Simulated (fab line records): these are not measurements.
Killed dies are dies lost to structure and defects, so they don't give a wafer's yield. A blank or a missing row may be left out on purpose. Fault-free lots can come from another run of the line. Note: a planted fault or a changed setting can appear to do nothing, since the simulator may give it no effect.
Split-lot experiment | flow n5_finfet | on a route of 1938 steps: 7 lots, 21 wafers read

## THE SPLIT
At N5_FIN_SAQP_SPACER1_ALD_24 (deposits SiO2, target thk 20.3 nm, pulse time 1 s, purge time 2 s), the setting ald_cycles was moved away from the recipe's 218 on 5 of the 21 wafers read, by -13.3% to +15.1%. This setting was run at the recipe's value on the other wafers.

## FROM THE SPLIT TO THE READING: what the file shows between them, 2 steps
- N5_FIN_SAQP_SPACER1_ETCHBACK_25: etches SiO2 in CHF3/O2, target depth 24.4 nm, time 12.2 s
- N5_FIN_SAQP_MANDREL1_REMOVE_56: chemistry HBr/Cl2/O2, target a-Si, stops on SiNx, bt time 10 s

## THE READING
cd_nm (nm) at N5_FIN_SAQP_CD_MEAS_27, where the cd target is 20 nm. A value of 20.25 nm with a standard deviation of 0.25 nm is what fault-free wafers of this fab line usually give.

wafer  | tool, chamber at the split | ald_cycles as run | against the recipe | cd_nm, nm | against lot-mates on the recipe
L077.3 | ald_sin-03, 3              | 218               | recipe             | 20.24     | -
L077.5 | ald_sin-03, 2              | 189               | -13.3%             | 17.78     | -2.58
L077.6 | ald_sin-03, 3              | 218               | recipe             | 20.48     | -
L078.1 | ald_sin-01, 3              | 248               | +13.8%             | 23.30     | +3.10
L078.2 | ald_sin-01, 1              | 218               | recipe             | 20.23     | -
L078.6 | ald_sin-01, 2              | 218               | recipe             | 20.18     | -
L082.3 | ald_sin-04, 0,1,1          | 218               | recipe             | 20.38     | -
L082.4 | ald_sin-04, 0,1,1          | 218               | recipe             | 20.36     | -
L082.5 | ald_sin-04, 0,1,1          | 218               | recipe             | 20.40     | -
L090.1 | ald_sin-01, 3,0,3          | 218               | recipe             | 20.19     | -
L090.3 | ald_sin-01, 3,0,3          | 218               | recipe             | 19.95     | -
L090.6 | ald_sin-01, 3,0,3          | 218               | recipe             | 20.27     | -
L092.1 | ald_sin-04, 1              | 218               | recipe             | 20.67     | -
L092.2 | ald_sin-04, 2              | 218               | recipe             | 19.98     | -
L092.6 | ald_sin-04, 2              | 218               | recipe             | 20.26     | -
L094.3 | ald_sin-01, 2              | 242               | +11.0%             | 22.18     | +1.88
L094.4 | ald_sin-01, 1,0            | 218               | recipe             | 20.52     | -
L094.6 | ald_sin-01, 1,0            | 218               | recipe             | 20.07     | -
L095.3 | ald_sin-04, 3              | 251               | +15.1%             | 23.01     | +2.71
L095.5 | ald_sin-04, 0              | 218               | recipe             | 20.30     | -
L095.6 | ald_sin-04, 3              | 251               | +15.1%             | 23.26     | +2.96
If several chambers appear in one row, that row covers several wafers at once and the file leaves open which wafer was in which chamber.

FIT RESULTS
A straight line over all 21 wafers: cd_nm changes by +0.192 nm for each +1% of ald_cycles; r = +0.99; the points scatter about the line by 0.2 nm.
The same after taking each lot's own level away (the mean of its wafers on the recipe; 21 wafers): +0.194 nm for each +1%; r = +0.99; scatter 0.2 nm.
On that fit, the largest move of ald_cycles shifts the reading by 2.9 nm.
Measured against the standard deviation above, the lots' own levels, which go from 20.137 to 20.380 nm, span 1.0 times it.
Consequently the slope shifts little with the lot-to-lot level, the two slopes agreeing.
Check: for one of the wafers moved furthest among these (+15.1%), held out of the fit, the line's prediction against its lot-mates is +3.01 nm. Against them it came out at +2.71 nm.

## FURTHER SPLITS ON THESE WAFERS
Other splits were also applied to these wafers ahead of the reading. Each is held against what the fit with the lots' levels taken away leaves over:
other split on the same wafers                    | wafers away from the commonest value | r with cd_nm (lot level and that fit taken away)
N5_ZERO_LAYER_EXPOSE_08 dose_mj                   | 5                                    | -0.11
N5_WELL_APT_COAT_02 spin_rpm                      | 5                                    | -0.11
N5_PMOS_HMC_CHANNEL_EPI_EXPOSE_06 dose_mj         | 6                                    | -0.31
N5_PMOS_HMC_CHANNEL_EPI_DEVELOP_08 develop_time_s | 4                                    | +0.33

## THE WHOLE CHAIN: every reading that the file lists as answering this split, in the file's order
step                           | what it does                                                      | reading                                                                                 | change (the file's fit)               | r (the file's)
N5_FIN_SAQP_SPACER1_ALD_24     | deposits SiO2, target thk 20.3 nm, pulse time 1 s, purge time 2 s | SiO2_of_FIN_SAQP_SPACER1_ALD_24.thk_nm (the simulator's own value, which no gauge read) | +0.197 nm for each +1% of the setting | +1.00
N5_FIN_SAQP_MANDREL1_REMOVE_56 | chemistry HBr/Cl2/O2, target a-Si, stops on SiNx, bt time 10 s    | FIN_SAQP.cd_nm (the simulator's own value, which no gauge read)                         | +0.198 nm for each +1% of the setting | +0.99
N5_FIN_SAQP_CD_MEAS_27         | target cd 20 nm                                                   | cd_nm                                                                                   | +0.196 nm for each +1% of the setting | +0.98

## FILE'S OWN FIT
cd_nm changes by +0.196 nm for each +1% of ald_cycles, r = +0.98.
